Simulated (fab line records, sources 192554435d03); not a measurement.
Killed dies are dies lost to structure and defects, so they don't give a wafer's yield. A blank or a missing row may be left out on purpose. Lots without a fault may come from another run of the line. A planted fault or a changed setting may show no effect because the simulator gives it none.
fab line records | flow n5_finfet
record lots=5 wafers=15 last_day=17
route steps=1938 shown BEOL_M6@1212 PASSIVATION@1936
lots that met no fault: from a run of the same line without faults
start_h: hours from the record's first day to the start of the lot's first wafer shown | wait_h: hours since the lot's step before | " the same as in the row above | L1.1+2: a row that stands for several wafers | - no value, or no start given | * or withheld: withheld | < > ~ a bound
route shown NAME@n: a module of which the file shows steps, and the number in the route of the first | usual: mean/standard deviation of fault-free wafers | same: alike in all rows | chamber/n: place in a boat | sites: the reading at each site | _std_site: their standard deviation | _edge_site: outer sites' mean less inner sites' | radius_mm: how far each site lies from the wafer's centre | mask NAME#n: copy n | behind: the tool/chamber that last shaped the wafer | hold: why the lot was held/for how many hours/how that ended | device: the transistor (n, p or np) that didn't switch | end of line: the same wafers' tests at the end of the route | a step without rows: its recipe alone | killed: dies lost to structure and defects at the first sort, not the wafer's yield | map: a wafer's dies, x killed, . not, _ none there
set.NAME: the setting as run; set.NAME@STEP: as run at that earlier step | model.NAME: the simulator's own value behind a step, which no gauge read
lots at some steps of the route; a table a step, a row a wafer
services: from which hour (start_h, from the record's first day; less than 0 if before it) a tool's chamber was out of use, for how many hours, and why
## steps
# step N5_BEOL_M6_ETCH_62
# recipe chemistry=N2/H2 target=SOC target_depth_a=1100 overetch_a=220 mask_material=SiARC temp_c=40 time_s=165 ion_energy_ev=200 pressure_mtorr=30 source_w=840 bias_w=150 n2_flow_sccm=200 h2_flow_sccm=200
# usual drypump_motor_current_A=5.5/0.37 oes_product_au=0.65/0.064 rf_vpp_V=523.9/2.7 showerhead_plenum_p_Torr=2.54/0.095 throttle_valve_pct=17.82/0.24
# columns lot.wafer tool chamber start_h wait_h drypump_motor_current_A oes_product_au rf_hours_counter_h rf_vpp_V showerhead_plenum_p_Torr throttle_valve_pct
L926.1 rie_diel-05 3 197.14 0.0 5.7 0.76 22 528.3 2.71 17.67
L926.2 " 1 " " 5.5 0.63 198 520.9 2.42 18.00
L926.5 " 2 " " 5.9 0.61 - 527.9 2.63 17.87
L930.3 rie_diel-05 2 217.42 0.0 5.9 0.60 210 525.6 2.63 17.89
L930.4 " 1 " " 5.5 0.62 - 521.0 2.42 18.01
L930.6 " 2 " " 5.9 0.60 - 524.6 2.63 17.88
L935.3 rie_diel-04 3 256.33 0.0 5.7 0.58 218 521.6 2.41 17.89
L935.5 " 0 " " 5.8 0.58 - 519.8 2.41 18.07
L935.6 " 3 " " 5.6 0.58 - 520.5 2.41 17.89
L941.1 rie_diel-04 3 295.01 0.0 5.6 0.58 234 519.5 2.40 17.90
L941.3 " 0 " " 5.9 0.58 234 519.6 2.41 18.07
L941.4 " 0 " " 5.9 0.57 - 520.4 2.41 18.08
L944.1 rie_diel-04 3 308.79 0.0 5.6 0.57 240 519.2 2.40 17.92
L944.3 " 1 " " 5.3 0.83 1 525.9 2.59 17.62
L944.6 " 0 " " 5.9 0.57 - 520.9 2.40 18.08
# step N5_BEOL_M6_STRIP_68
# recipe chemistry=N2/H2 temp_c=40 n2_flow_sccm=200 h2_flow_sccm=200 rf_frequency_hz=6e+07
# step N5_BEOL_M6_STRIP_67
# recipe chemistry=CF4 resist=SiARC power_w=300 bias_power_w=75 pressure_mtorr=50 cf4_flow_sccm=150 rf_frequency_hz=6e+07
# usual drypump_motor_current_A=5.5/0.37 oes_product_au=0.76/0.075 rf_vpp_V=271.1/1.8 showerhead_plenum_p_Torr=1.80/0.065 throttle_valve_pct=13.62/0.2
# columns lot.wafer tool chamber start_h wait_h drypump_motor_current_A oes_product_au rf_hours_counter_h rf_vpp_V showerhead_plenum_p_Torr throttle_valve_pct
L926.1 rie_diel-05 3 197.29 0.0 5.7 0.89 22 273.4 1.90 13.34
L926.2 " 1 " " 5.5 0.73 198 269.0 1.72 13.76
L926.5 " 2 " " 5.9 0.70 - 272.6 1.86 13.61
L930.3 rie_diel-05 2 217.57 0.0 5.9 0.71 210 269.9 1.85 13.64
L930.4 " 1 " " 5.5 0.73 - 269.8 1.72 13.76
L930.6 " 2 " " 5.9 0.70 - 274.0 1.85 13.64
L935.3 rie_diel-04 3 256.48 0.0 5.6 0.69 218 268.8 1.71 13.76
L935.5 " 0 " " 5.9 0.68 - 269.9 1.71 13.87
L935.6 " 3 " " 5.6 0.69 - 269.5 1.71 13.75
L941.1 rie_diel-04 3 295.15 0.0 5.6 0.68 234 269.3 1.70 13.78
L941.3 " 0 " " 5.9 0.68 234 269.3 1.71 13.90
L941.4 " 0 " " 5.9 0.67 - 268.0 1.71 13.90
L944.1 rie_diel-04 3 308.94 0.0 5.6 0.67 240 267.2 1.70 13.81
L944.3 " 1 " " 5.3 0.97 1 272.2 1.83 13.35
L944.6 " 0 " " 5.9 0.68 - 270.4 1.71 13.90
# step N5_BEOL_M6_HM_OPEN_17
# recipe chemistry=Cl2/BCl3 target_depth_a=200 overetch_a=60 target=TiN mask_material=SOC ion_energy_ev=150 pressure_mtorr=10 icp_w=1000 bias_w=126 Cl2_flow_sccm=53.25 bcl3_flow_sccm=21.75 Ar_flow_sccm=25
# step N5_BEOL_M6_STRIP_19
# recipe chemistry=O2 power_w=400 temp_c=40 pressure_mtorr=30 rf_frequency_hz=6e+07 bias_power_w=0 overash_fraction=0.2 o2_flow_sccm=225
# usual drypump_motor_current_A=5.5/0.37 oes_product_au=0.76/0.076 rf_vpp_V=3.6/0.57 showerhead_plenum_p_Torr=2.08/0.085 throttle_valve_pct=16.64/0.16
# columns lot.wafer tool chamber start_h wait_h drypump_motor_current_A oes_product_au rf_hours_counter_h rf_vpp_V showerhead_plenum_p_Torr throttle_valve_pct
L926.1 rie_diel-05 0 197.56 0.2 5.0 0.79 88 2.7 2.12 16.30
L926.2 " 2 " " 5.9 0.71 202 3.7 2.18 16.68
L926.5 " 1 " " 5.5 0.74 - 3.1 1.97 16.68
L930.3 rie_diel-02 3 217.98 0.3 5.4 0.88 49 4.5 2.12 16.53
L930.4 " 2 " " 5.9 0.70 211 3.0 2.15 16.82
L930.6 " 0 " " 5.7 0.70 - 3.4 1.99 16.73
L935.3 rie_diel-04 1 256.72 0.1 5.3 0.69 240 3.6 2.14 16.90
L935.5 " 1 " " 5.3 0.69 - 3.4 2.14 16.89
L935.6 " 0 " " 5.8 0.69 - 4.1 1.97 16.78
L941.1 rie_diel-02 0 295.68 0.5 5.7 0.68 240 4.1 1.98 16.77
L941.3 " 3 " " 5.4 0.84 78 3.2 2.11 16.56
L941.4 " 2 " " 5.9 0.68 241 5.4 2.14 16.88
L944.1 rie_diel-05 0 309.11 0.1 4.9 0.77 120 3.7 2.10 16.37
L944.3 " 1 " " 5.5 0.71 234 3.6 1.96 16.72
L944.6 " 2 " " 5.9 0.68 - 4.3 2.17 16.77
# step N5_BEOL_M6_CD_MEAS_18
# recipe pitch_nm=80 target_cd_nm=40
# usual cd_nm=39.5/0.6
# columns lot.wafer tool chamber start_h wait_h cd_nm
L926.1 cd_sem-01 - 197.63 0.0 38.7
L926.2 " - " " 39.4
L926.5 " - " " 39.0
L930.3 cd_sem-02 - 218.05 0.1 39.1
L930.4 " - " " 38.8
L930.6 " - " " 38.5
L935.3 cd_sem-02 - 256.80 0.1 39.3
L935.5 " - " " 39.5
L935.6 " - " " 38.7
L941.1 cd_sem-01 - 295.75 0.0 38.6
L941.3 " - " " 39.1
L941.4 " - " " 38.9
L944.1 cd_sem-01 - 309.19 0.1 39.3
L944.3 " - " " 40.8
L944.6 " - " " 39.2
# step N5_BEOL_M6_COAT_63
# recipe resist=SOC temp_c=250 time_s=60 spin_rpm=1500 resist_thk_nm=60
# step N5_BEOL_M6_COAT_64
# recipe resist=SiARC temp_c=220 time_s=60 spin_rpm=1500 resist_thk_nm=12
# step N5_BEOL_M6_COAT_71
# recipe resist=underlayer temp_c=205 time_s=60 spin_rpm=1500 resist_thk_nm=5
# step N5_BEOL_M6_COAT_22
# recipe resist=CAR-EUV spin_rpm=1500 resist_thk_nm=30
# step N5_BEOL_M6_EBR_24
# recipe solvent=PGMEA ebr_width_mm=1.5
# step N5_BEOL_M6_SOFTBAKE_23
# recipe temp_c=110 time_s=60 resist=CAR-EUV
# step N5_BEOL_M6_EXPOSE_25
# recipe mask_id=V5 na=0.33 source_shape=annular sigma_inner=0.4 sigma_outer=0.8 polarization=unpolarized target_cd_nm=40 dose_mj=45
# same sigma_inner=0.4
# columns lot.wafer tool chamber start_h wait_h mask
L926.1+2+5 euv_scanner-01 0 199.62 - V5#0
L930.3+4+6 euv_scanner-01 0 218.36 - V5#0
L935.3+5+6 euv_scanner-02 0 260.58 - V5#0
L941.1+3+4 euv_scanner-02 0 298.12 - V5#0
L944.1+3+6 euv_scanner-02 0 311.81 - V5#0
# step N5_BEOL_M6_PEB_26
# recipe peb_temp_c=100 peb_time_s=60 resist=CAR-EUV
# step N5_BEOL_M6_DEVELOP_27
# recipe develop_time_s=30 developer=TMAH resist=CAR-EUV rinse_liquid=surfactant_rinse dry=air_spin dev_temp_c=23
# step N5_BEOL_M6_CD_MEAS_28
# recipe target_cd_nm=40 landing_energy_ev=500 detector=se_inlens
# usual cd_nm=39.98/0.22
# columns lot.wafer tool chamber start_h wait_h cd_nm
L926.1 cd_sem-03 0 199.75 - 40.11
L926.2 " 0 " " 39.98
L926.5 " 0 " " 39.92
L930.3 cd_sem-02 0 218.48 - 39.93
L930.4 " 0 " " 40.34
L930.6 " 0 " " 40.20
L935.3 cd_sem-02 0 260.70 - 39.97
L935.5 " 0 " " 39.70
L935.6 " 0 " " 40.32
L941.1 cd_sem-01 0 298.25 - 39.66
L941.3 " 0 " " 39.73
L941.4 " 0 " " 40.03
L944.1 cd_sem-03 0 311.94 - 40.20
L944.3 " 0 " " 40.01
L944.6 " 0 " " 39.93
# step N5_BEOL_M6_OVL_MEAS_29
# recipe points_per_wafer=522
# usual V5_OVL=0.0/0.63
# columns lot.wafer tool chamber start_h wait_h V5_OVL[nm]
L926.1 overlay-02 0 199.78 0.0 -0.7
L926.2 " 0 " " -0.1
L926.5 " 0 " " -1.3
L930.3 overlay-01 0 218.52 0.0 -0.5
L930.4 " 0 " " -1.3
L930.6 " 0 " " -0.3
L935.3 overlay-02 0 260.74 0.0 -0.3
L935.5 " 0 " " 0.1
L935.6 " 0 " " 0.7
L941.1 overlay-01 0 298.28 0.0 -0.7
L941.3 " 0 " " -0.5
L941.4 " 0 " " -0.1
L944.1 overlay-02 0 311.97 0.0 0.9
L944.3 " 0 " " 0.5
L944.6 " 0 " " 0.7
# step N5_BEOL_M6_INSPECT_30
# recipe mode=adi inspect_instrument=brightfield
# usual raw_defect_count=432/91
# columns lot.wafer tool chamber start_h wait_h raw_defect_count
L926.1 defect_inspect-01 - 199.84 0.1 377
L926.2 " - " " 389
L926.5 " - " " 446
L930.3 defect_inspect-02 - 218.57 0.0 328
L930.4 " - " " 271
L930.6 " - " " 293
L935.3 defect_inspect-02 - 260.79 0.0 349
L935.5 " - " " 452
L935.6 " - " " 455
L941.1 defect_inspect-01 - 298.34 0.1 393
L941.3 " - " " 446
L941.4 " - " " 499
L944.1 defect_inspect-01 - 312.03 0.1 392
L944.3 " - " " 338
L944.6 " - " " 532
# step N5_BEOL_M6_DESCUM_33
# recipe chemistry=O2 time_s=7 source_power_w=50 bias_power_w=20 pressure_mtorr=20 rf_frequency_hz=2.712e+07 temp_c=40 resist=CAR-EUV o2_flow_sccm=225
# usual drypump_motor_current_A=5.5/0.38 oes_product_au=0.76/0.081 rf_vpp_V=242.9/1.5 showerhead_plenum_p_Torr=2.07/0.089 throttle_valve_pct=20.37/0.13
# columns lot.wafer tool chamber start_h wait_h drypump_motor_current_A oes_product_au rf_hours_counter_h rf_vpp_V showerhead_plenum_p_Torr throttle_valve_pct model.BEOL_M6.cd_nm
L926.1 rie_diel-05 2 200.08 0.2 5.9 0.70 203 244.0 2.18 20.42 40.2
L926.2 " 0 " " 4.9 0.79 89 243.0 2.11 20.03 40
L926.5 " 2 " " 5.9 0.71 - 243.6 2.17 20.42 40
L930.3 rie_diel-05 2 219.83 1.3 5.9 0.70 212 243.7 2.17 20.44 40.4
L930.4 " 1 " " 5.5 0.73 - 240.6 1.97 20.41 40.2
L930.6 " 3 " " 5.7 0.89 - 245.1 2.20 20.18 40.4
L935.3 rie_diel-04 3 260.82 0.0 5.6 0.69 219 242.3 1.96 20.33 39.8
L935.5 " 1 " " 5.3 0.70 - 244.8 2.14 20.59 40
L935.6 " 2 " " 4.8 0.84 - 242.9 2.04 20.40 40.2
L941.1 rie_diel-04 0 298.37 0.0 5.8 0.67 234 241.8 1.96 20.56 39.8
L941.3 " 2 " " 4.8 0.83 81 242.5 2.04 20.43 39.8
L941.4 " 3 " " 5.6 0.67 - 240.6 1.96 20.35 40
L944.1 rie_diel-04 2 312.14 0.1 4.8 0.82 87 241.2 2.04 20.44 40.2
L944.3 " 1 " " 5.3 0.98 1 243.0 2.14 20.28 40
L944.6 " 3 " " 5.7 0.67 - 240.9 1.96 20.35 40
# step N5_BEOL_M6_ETCH_72
# recipe chemistry=N2/H2 target=underlayer target_depth_a=65 mask_material=CAR-EUV time_s=5.2 ion_energy_ev=200 pressure_mtorr=30 source_w=840 bias_w=150 n2_flow_sccm=200 h2_flow_sccm=200 ends=cleared
# step N5_BEOL_M6_ETCH_65
# recipe chemistry=CF4 target=SiARC target_depth_a=156 mask_material=CAR-EUV time_s=26 ion_energy_ev=80 pressure_mtorr=40 source_w=545 bias_w=36 Ar_flow_sccm=100 cf4_flow_sccm=100 ends=cleared
# usual drypump_motor_current_A=5.5/0.38 etch_rf_on_time_s=26.4/0.45 oes_product_au=0.64/0.067 rf_vpp_V=183.8/1.2 showerhead_plenum_p_Torr=2.13/0.081 throttle_valve_pct=15.64/0.19
# columns lot.wafer tool chamber start_h wait_h drypump_motor_current_A etch_rf_on_time_s oes_product_au rf_hours_counter_h rf_vpp_V showerhead_plenum_p_Torr throttle_valve_pct
L926.1 rie_diel-05 2 200.13 0.0 5.9 26.1 0.61 203 184.4 2.21 15.59
L926.2 " 0 " " 5.0 26.2 0.68 89 183.9 2.16 15.31
L926.5 " 2 " " 5.9 26.6 0.60 - 184.9 2.21 15.59
L930.3 rie_diel-05 2 219.89 0.0 5.9 25.9 0.61 212 183.6 2.21 15.62
L930.4 " 1 " " 5.5 26.5 0.62 - 181.7 2.05 15.80
L930.6 " 3 " " 5.7 26.4 0.74 - 185.0 2.26 15.44
L935.3 rie_diel-04 3 260.87 0.0 5.6 26.9 0.58 219 181.9 2.03 15.71
L935.5 " 1 " " 5.3 26.3 0.58 - 184.6 2.20 15.91
L935.6 " 2 " " 4.8 26.4 0.72 - 183.9 2.09 15.51
L941.1 rie_diel-04 0 298.43 0.0 5.9 26.7 0.56 234 182.5 2.04 15.90
L941.3 " 2 " " 4.8 26.8 0.70 81 183.3 2.08 15.55
L941.4 " 3 " " 5.6 27.1 0.56 - 182.6 2.03 15.75
L944.1 rie_diel-04 2 312.19 0.0 4.8 26.0 0.69 87 183.5 2.08 15.56
L944.3 " 1 " " 5.3 25.6 0.83 1 183.6 2.20 15.47
L944.6 " 3 " " 5.6 26.5 0.57 - 182.2 2.03 15.75
# step N5_BEOL_M6_ETCH_66
# recipe chemistry=N2/H2 target=SOC target_depth_a=800 overetch_a=160 mask_material=SiARC temp_c=40 time_s=120 ion_energy_ev=200 pressure_mtorr=30 source_w=840 bias_w=150 n2_flow_sccm=200 h2_flow_sccm=200
# usual drypump_motor_current_A=5.5/0.38 oes_product_au=0.58/0.058 rf_vpp_V=523.2/2.9 showerhead_plenum_p_Torr=2.52/0.1 throttle_valve_pct=17.81/0.22
# columns lot.wafer tool chamber start_h wait_h drypump_motor_current_A oes_product_au rf_hours_counter_h rf_vpp_V showerhead_plenum_p_Torr throttle_valve_pct
L926.1 rie_diel-05 2 200.16 0.0 5.9 0.55 204 525.7 2.63 17.87
L926.2 " 0 " " 5.0 0.60 89 525.5 2.57 17.45
L926.5 " 2 " " 5.9 0.55 - 525.0 2.63 17.87
L930.3 rie_diel-05 2 219.91 0.0 5.9 0.53 212 525.2 2.63 17.86
L930.4 " 1 " " 5.5 0.56 - 519.8 2.42 18.00
L930.6 " 3 " " 5.7 0.67 - 528.7 2.71 17.69
L935.3 rie_diel-04 3 260.90 0.0 5.7 0.53 219 519.9 2.41 17.87
L935.5 " 1 " " 5.3 0.53 - 525.1 2.60 17.98
L935.6 " 2 " " 4.8 0.65 - 521.3 2.46 17.61
L941.1 rie_diel-04 0 298.45 0.0 5.9 0.52 234 521.2 2.41 18.06
L941.3 " 2 " " 4.8 0.64 81 522.1 2.46 17.63
L941.4 " 3 " " 5.6 0.52 - 520.0 2.40 17.88
L944.1 rie_diel-04 2 312.22 0.0 4.8 0.63 87 520.9 2.45 17.66
L944.3 " 1 " " 5.3 0.74 1 526.9 2.59 17.62
L944.6 " 3 " " 5.6 0.52 - 520.5 2.40 17.92
# step N5_BEOL_M6_STRIP_69
# recipe chemistry=N2/H2 temp_c=40 n2_flow_sccm=200 h2_flow_sccm=200 rf_frequency_hz=6e+07
# step N5_BEOL_M6_STRIP_73
# recipe chemistry=N2/H2 temp_c=40 n2_flow_sccm=200 h2_flow_sccm=200 rf_frequency_hz=6e+07
# step N5_BEOL_M6_VIA_ETCH_34
# recipe chemistry=C4F6/O2 target=SiCOH_lowk target_depth_a=1263 mask_material=SOC taper_deg=4 time_s=50.9 ion_energy_ev=250 pressure_mtorr=30 source_w=345 bias_w=185 Ar_flow_sccm=300 C4F6_flow_sccm=10 O2_flow_sccm=10
# usual drypump_motor_current_A=5.5/0.38 oes_product_au=0.75/0.078 rf_vpp_V=667/9.3 showerhead_plenum_p_Torr=2.83/0.11 throttle_valve_pct=20.87/0.19
# columns lot.wafer tool chamber start_h wait_h drypump_motor_current_A oes_product_au rf_hours_counter_h rf_vpp_V showerhead_plenum_p_Torr throttle_valve_pct model.BEOL_M6.cd_nm
L926.1 rie_diel-05 2 200.26 0.0 5.9 0.70 204 671 2.94 20.80 40.2
L926.2 " 0 " " 5.0 0.79 89 663 2.85 20.38 40
L926.5 " 2 " " 5.9 0.71 - 670 2.94 20.81 39.6
L930.3 rie_diel-05 2 220.01 0.0 5.9 0.70 212 671 2.93 20.83 40.2
L930.4 " 1 " " 5.5 0.72 - 675 2.73 21.11 40.2
L930.6 " 3 " " 5.7 0.86 - 671 3.01 20.77 40
L935.3 rie_diel-04 3 261.00 0.0 5.6 0.68 219 683 2.69 20.86 40
L935.5 " 1 " " 5.3 0.69 - 659 2.93 21.18 39.8
L935.6 " 2 " " 4.8 0.83 - 674 2.77 20.79 40.2
L941.1 rie_diel-04 0 298.55 0.0 5.9 0.67 234 658 2.70 21.12 40
L941.3 " 2 " " 4.8 0.81 81 675 2.76 20.82 39.6
L941.4 " 3 " " 5.6 0.67 - 682 2.69 20.87 40.2
L944.1 rie_diel-04 2 312.32 0.0 4.8 0.81 87 674 2.76 20.84 39.8
L944.3 " 1 " " 5.3 0.98 1 659 2.93 20.90 39.8
L944.6 " 3 " " 5.6 0.67 - 681 2.68 20.91 40
# step N5_BEOL_M6_STRIP_76
# recipe chemistry=C4F6/O2 resist=SiARC rf_frequency_hz=6e+07
# step N5_PASSIVATION_PROBE_49
# usual defect_limited_yield=91.7/1.5 killed_at_M0_to_M3=32/9.6 killed_at_M4_up=13/5.3 killed_at_contacts=12/6.8 killed_at_front_end=36/9.8 killed_at_other=4/3.1 killed_dies=98/17 killed_open=65/13 killed_short=32/8.5 sort_bin_5_function=4.9/0.93 sort_bin_6_memory=3.2/0.67 sort_bin_8_speed=0.00/0.02 sort_n_pass=1082/17 sort_yield_pct=91.7/1.4
# same gross_dies=1180 killed_at_back_side=0 sort_bin_4_leakage[%]=0
# columns lot.wafer tool chamber start_h wait_h defect_limited_yield[%] killed_at_M0_to_M3 killed_at_M4_up killed_at_contacts killed_at_front_end killed_at_other killed_dies killed_open killed_short sort_bin_5_function[%] sort_bin_6_memory[%] sort_bin_8_speed[%] sort_n_pass sort_yield_pct[%]
L941.1 prober-01 - 386.71 0.0 92.9 19 18 6 38 3 84 58 23 3.7 3.1 0 1096 92.9
L941.3 prober-01 - 386.81 0.1 92.4 33 9 15 31 2 90 51 36 5.1 2.4 0 1090 92.4
L941.4 prober-01 - 386.86 0.2 93.2 18 12 12 32 6 80 49 30 4.1 2.5 0 1100 93.2
# killed by level:class
L941.1 FIN_SAQP:geometric_particle:open=10 FIN_SAQP:geometric_particle:short=7 STI_FIN_REVEAL:geometric_particle:open=6 MOL_CONTACT_COAG:geometric_particle:open=6 BEOL_M4:geometric_particle:short=6 BEOL_M1:geometric_particle:open=5 BEOL_M3:geometric_particle:open=5 GATE_CUT:geometric_particle:open=4
L941.3 MOL_CONTACT_COAG:geometric_particle:open=12 BEOL_M0_SAQP:geometric_particle:short=11 BEOL_M4:geometric_particle:open=8 FIN_SAQP:geometric_particle:open=7 GATE_CUT:geometric_particle:short=6 BEOL_M1:geometric_particle:open=5 FIN_SAQP:geometric_particle:short=4 BEOL_M0_SAQP:geometric_particle:open=4
L941.4 MOL_CONTACT_COAG:geometric_particle:open=8 BEOL_M4:geometric_particle:open=8 DUMMY_GATE:geometric_particle:open=6 BEOL_M2:geometric_particle:open=5 FIN_SAQP:geometric_particle:open=4 FIN_SAQP:geometric_particle:short=4 STARTING-WAFER:geometric_particle:open=4 MIM_TOP_ETCH:geometric_particle:short=4
## services
# columns tool chamber start_h hours kind
euv_scanner-02 - 195.97 4.6 repair
euv_scanner-01 - 201.67 1.0 pm
euv_scanner-02 - 210.41 1.0 pm
rie_diel-04 - 212.45 14.6 pm
rie_diel-05 0 213.96 11.5 repair
euv_scanner-02 - 240.17 4.6 pm
rie_diel-05 1 253.43 2.5 repair
euv_scanner-01 - 257.82 1.0 pm
euv_scanner-02 - 266.60 1.0 pm
rie_diel-02 - 273.16 0.6 repair
euv_scanner-02 - 278.17 1.6 repair
rie_diel-05 - 278.82 0.5 repair
euv_scanner-01 0 281.26 - calibration
rie_diel-05 2 282.21 3.3 repair
euv_scanner-01 - 286.79 4.6 pm
rie_diel-04 1 289.29 - clean
rie_diel-04 1 289.29 - consumable_replace:focus_ring
rie_diel-04 1 289.29 17.8 scheduled_down
rie_diel-04 1 289.29 17.8 vent_cycle
rie_diel-02 3 310.74 16.3 repair
## key
first_sign none at tools or gauges
model_effect step=N5_BEOL_M6_DESCUM_33 value=BEOL_M6.cd_nm without=40 struck=40.33
model_effect step=N5_BEOL_M6_VIA_ETCH_34 value=BEOL_M6.cd_nm without=39.73 struck=40.13
met_at N5_BEOL_M6_EXPOSE_25
struck_wafers L930.3,L930.4,L930.6
loop_trim step=N5_BEOL_M6_EXPOSE_25 setting=dose lots=L930
onset_between 199.62 218.36
also_fits N5_BEOL_M6_ETCH_62:rie_diel-05,N5_BEOL_M6_STRIP_67:rie_diel-05,N5_BEOL_M6_DESCUM_33:rie_diel-05
fault kind=process_parameter_drift tool=euv_scanner-01 chamber=- onset_h=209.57 steps=N5_BEOL_M6_EXPOSE_25 channel=dose_mj offset=0.90982 shape=step acts_in=these_recipes_only stated=45
# loop_trim: a control loop set the setting to another value than it would have without faults
